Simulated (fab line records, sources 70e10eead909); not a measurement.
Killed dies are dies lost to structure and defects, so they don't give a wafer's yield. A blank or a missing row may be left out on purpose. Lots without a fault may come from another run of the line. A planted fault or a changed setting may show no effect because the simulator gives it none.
A struck lot beside a sound one | flow nand_harc | 44 steps out of a route of 1302
Sound: wafers L991.1, L991.4, L991.5. Struck: wafers L998.2, L998.3, L998.6. The cause comes at the end.
At each step with rows: each side's tool, then ch and its chambers, then its first start. Under that, the readings that differ: sound wafers | struck wafers | difference of the means | sigmas: that difference in standard deviations of wafers without a fault.
alike: readings whose means differ by less than 2 such deviations, and words and numbers that are the same on both sides. not compared: withheld readings, readings that some wafer has no value for, bounds like >300 that may hide the same value, and numbers for which the record gives no deviation and whose values overlap.
The two part at a step that has a row with sigmas, a row that says differs or no value, or rows on one side only. Numbers that don't overlap but have no deviation are shown without sigmas and don't part them. A reading that every wafer of one side lacks parts them only if that side has two wafers or more.

first, 2 steps without rows for these wafers: NHARC_P_GATE_PEB_09 (peb time 85 s); NHARC_P_GATE_DEVELOP_10 (time 70 s).
NHARC_P_GATE_CD_MEAS_11: target cd 1640 nm.
  sound on cd_sem-01 ch 0, day 8 01:43; struck on cd_sem-01 ch 0, day 11 04:08
  alike: cd_nm
then, 1 step without rows for these wafers: NHARC_P_GATE_HARDBAKE_12 (time 80 s).
NHARC_P_GATE_DESCUM_13: chemistry O2, time 3 s.
  sound on rie_diel-10 ch 1,2,3, day 8 01:53; struck on rie_diel-01 ch 1,3, day 11 04:19
  alike: drypump_motor_current_A, oes_product_au, rf_vpp_V, showerhead_plenum_p_Torr, throttle_valve_pct
  not compared: rf_hours_counter_h
then, 6 steps without rows for these wafers: NHARC_P_GATE_ETCH_14 (etches SiO2 in dHF, target depth 48.8 nm); NHARC_P_GATE_STRIP_15 (strips in SPM, time 780 s); NHARC_P_GATE_PRECLEAN_71 (cleans in SC1); NHARC_P_GATE_SRD_72; NHARC_P_GATE_OXIDE_16 (material SiO2, target thk 3 nm, ox time 392 s); NHARC_P_GATE_CVD_17 (deposits poly-Si, target thk 150 nm, time 900 s).
NHARC_P_GATE_HM_DEP_102: deposits aC, target thk 120 nm.
  sound on acl_dep-01 ch 0, day 8 14:09; struck on acl_dep-02 ch 0, day 11 19:58
  alike: susceptor_temp_C, throttle_valve_pct
NHARC_P_GATE_DEP_103: deposits SiON, target thk 30 nm.
  sound on pecvd-02 ch 0,1,2, day 8 14:52; struck on pecvd-02 ch 0,2, day 11 20:33
  alike: heater_power_w, rf_fwd_power_W, susceptor_temp_C
then, 8 steps without rows for these wafers: NHARC_P_GATE_DEHYDRATE_18 (time 120 s); NHARC_P_GATE_HMDS_19 (time 30 s); NHARC_P_GATE_COAT_20 (resist thk 90 nm); NHARC_P_GATE_SOFTBAKE_21 (time 55 s); NHARC_P_GATE_EBR_22; NHARC_P_GATE_EXPOSE_23 (exposes mask P GATE, target cd 120 nm); NHARC_P_GATE_PEB_24 (peb time 65 s); NHARC_P_GATE_DEVELOP_25 (develop time 35 s).
NHARC_P_GATE_CD_MEAS_26: target cd 120 nm.
  sound on cd_sem-03 ch 0, day 8 15:29; struck on cd_sem-02 ch 0, day 11 21:12
  alike: cd_nm
NHARC_P_GATE_OVL_MEAS_27:
  sound on overlay-01, day 8 15:35; struck on overlay-01, day 11 21:17
  reading           | sound          | struck      | difference | sigmas
  overlay_y_nm (nm) | -1.5 -1.1 -1.3 | 1.6 1.4 1.3 | +2.7       | +3
  alike: overlay_x_nm
NHARC_P_GATE_INSPECT_28:
  sound on defect_inspect-02, day 8 15:37; struck on defect_inspect-02, day 11 21:19
  reading          | sound | struck      | difference | sigmas
  raw_defect_count | 6 6 6 | 682 661 712 | +679       | +99 or more
then, 6 steps without rows for these wafers: NHARC_P_GATE_DESCUM_31 (chemistry O2, time 3 s); NHARC_P_GATE_ETCH_104 (etches the open film in CF4/CHF3, target depth 60 nm); NHARC_P_GATE_HM_OPEN_105 (chemistry O2/COS, target depth 360 nm); NHARC_P_GATE_STRIP_106 (strips in O2/COS); NHARC_P_GATE_ETCH_114 (etches the open film in CF4/O2, target depth 30 nm, overetch 3 nm, time 16.5 s); NHARC_P_GATE_ETCH_32 (etches the open film in HBr/Cl2, target depth 150 nm, time 100.1 s).
NHARC_P_GATE_STRIP_108: strips in O2.
  sound on rie_diel-03 ch 0,3, day 8 16:18; struck on rie_diel-01 ch 0,2,3, day 11 22:01
  alike: drypump_motor_current_A, oes_product_au, rf_vpp_V, showerhead_plenum_p_Torr, throttle_valve_pct
  not compared: rf_hours_counter_h
NHARC_P_GATE_CD_MEAS_33:
  sound on cd_sem-01, day 8 16:28; struck on cd_sem-03, day 11 22:11
  alike: cd_nm
then, 3 steps without rows for these wafers: NHARC_P_GATE_STRIP_35 (strips in SPM, time 600 s); NHARC_P_GATE_PRECLEAN_73 (cleans in SC1); NHARC_P_GATE_SRD_74.
NHARC_P_GATE_ALD_36: deposits SiNx, target thk 20 nm, pulse time 60 s, ald cycles 223.
  sound on ald_sin-03 ch 0,1,3, day 8 18:00; struck on ald_sin-04 ch 0,1,2, day 12 00:02
  alike: heater_power_w, precursor_pulse_height_rel, susceptor_temp_C
then, 1 step without rows for these wafers: NHARC_P_GATE_ETCHBACK_37 (etches the open film in CHF3/O2, target depth 34.5 nm, time 17.2 s).
NHARC_P_GATE_STRIP_101: strips in O2, time 20 s.
  sound on rie_diel-03 ch 1,2, day 9 02:34; struck on rie_diel-03 ch 0,1,2, day 12 10:16
  alike: drypump_motor_current_A, oes_product_au, rf_vpp_V, showerhead_plenum_p_Torr, throttle_valve_pct
  not compared: rf_hours_counter_h
then, 4 steps without rows for these wafers: NHARC_P_GATE_PRECLEAN_97 (cleans in SPM, time 600 s); NHARC_P_GATE_SRD_98; NHARC_P_GATE_PRECLEAN_99 (cleans in SC1); NHARC_P_GATE_SRD_100.
NHARC_P_GATE_INSPECT_68:
  sound on defect_inspect-01, day 9 09:59; struck on defect_inspect-01, day 12 17:29
  reading          | sound       | struck      | difference | sigmas
  raw_defect_count | 273 270 299 | 924 802 877 | +587       | +8
-- the record jumps here: 19 days lie between the struck wafers' starts before and after (it left off in module P_GATE and takes up again in module END, whose first step shown is number 1302 of the route) --
NHARC_END_SORT_01:
  the record has rows for the struck wafers here (prober-01 ch 0, day 31 13:44) and none for the sound ones

WHERE THEY PART
First at NHARC_P_GATE_OVL_MEAS_27; last, within this record, at NHARC_END_SORT_01.

WHY: what the simulator had put in
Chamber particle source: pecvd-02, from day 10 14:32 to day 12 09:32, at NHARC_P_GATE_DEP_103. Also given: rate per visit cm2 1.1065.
